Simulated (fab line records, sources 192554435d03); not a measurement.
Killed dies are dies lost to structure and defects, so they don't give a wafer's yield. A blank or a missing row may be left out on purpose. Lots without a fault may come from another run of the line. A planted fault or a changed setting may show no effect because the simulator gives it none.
Split-lot experiment | flow n5_finfet | 7 lots, 21 wafers read, on a route of 1938 steps

THE SPLIT
At N5_BEOL_M10_TRENCH_ETCH_37 (etches SiCOH lowk in C4F6/O2, target depth 148.83 nm, time 48 s), the setting bias_w was moved away from the recipe's 185 W on 5 of the 21 wafers read, by -13.0% to +13.4%. The other wafers ran this setting at the recipe's value.

The reading is taken at the split's own step.

THE READING
rf_vpp_V, in V, at N5_BEOL_M10_TRENCH_ETCH_37 (etches SiCOH lowk in C4F6/O2, target depth 148.83 nm, time 48 s). Fault-free wafers of this fab line usually give 672 V, standard deviation 12 V.

wafer  | tool, chamber at the split | bias_w as run, W | against the recipe | rf_vpp_V, V | against lot-mates on the recipe
L078.1 | rie_diel-02, 2             | 161              | -13.0%             | 611         | -69
L078.3 | rie_diel-02, 0             | 185              | recipe             | 680         | -
L078.4 | rie_diel-02, 1             | 161              | -13.0%             | 593         | -87
L079.2 | rie_diel-05, 0             | 185              | recipe             | 685         | -
L079.5 | rie_diel-05, 2             | 185              | recipe             | 670         | -
L079.6 | rie_diel-05, 3             | 185              | recipe             | 666         | -
L081.3 | rie_diel-04, 1             | 185              | recipe             | 670         | -
L081.5 | rie_diel-04, 0             | 185              | recipe             | 643         | -
L081.6 | rie_diel-04, 1             | 185              | recipe             | 671         | -
L085.3 | rie_diel-05, 1             | 209.6            | +13.3%             | 751         | +78
L085.4 | rie_diel-05, 3             | 185              | recipe             | 667         | -
L085.5 | rie_diel-05, 1             | 185              | recipe             | 679         | -
L083.3 | rie_diel-02, 2             | 185              | recipe             | 681         | -
L083.4 | rie_diel-02, 3             | 209.8            | +13.4%             | 755         | +72
L083.5 | rie_diel-02, 2             | 185              | recipe             | 685         | -
L090.1 | rie_diel-02, 2             | 185              | recipe             | 683         | -
L090.3 | rie_diel-02, 0             | 185              | recipe             | 680         | -
L090.4 | rie_diel-02, 0             | 185              | recipe             | 679         | -
L095.4 | rie_diel-02, 0             | 185              | recipe             | 679         | -
L095.5 | rie_diel-02, 2             | 185              | recipe             | 681         | -
L095.6 | rie_diel-02, 3             | 207.8            | +12.3%             | 750         | +70

THE FIT
A straight line over all 21 wafers: rf_vpp_V changes by +5.79 V for each +1% of bias_w; r = +0.97; the points scatter about the line by 9.9 V.
The same after taking each lot's own level away (the mean of its wafers on the recipe; 21 wafers): +5.79 V for each +1%; r = +0.98; scatter 7.3 V.
On that fit, the largest move of bias_w shifts the reading by 78 V.
The lots' own levels span 661.3 to 683.0 V, that is 1.8 times the standard deviation above.
So the lot-to-lot level changes the slope little: the two slopes agree.
Check: with one of the wafers moved furthest among these (+13.4%) left out of the fit, the line predicts +78.8 V for it against its lot-mates. It came out at +72 V against them.
Tool readings at the split's step, against how far the setting was moved: rf_vpp_V r = +0.97.

OTHER SPLITS ON THESE WAFERS
These wafers also went through other splits before the reading. Each is held against what the fit with the lots' levels taken away leaves over:
other split on the same wafers     | wafers away from the commonest value | r with rf_vpp_V (lot level and that fit taken away)
N5_BEOL_M7_DESCUM_33 time_s        | 4                                    | +0.09
N5_BEOL_M7_TRENCH_ETCH_37 source_w | 7                                    | -0.10
N5_BEOL_M8_TRENCH_ETCH_37 time_s   | 3                                    | -0.27
N5_BEOL_M8_ALD_77 purge_time_s     | 7                                    | +0.33

THE FILE'S OWN FIT
rf_vpp_V changes by +5.72 V for each +1% of bias_w, r = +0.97.
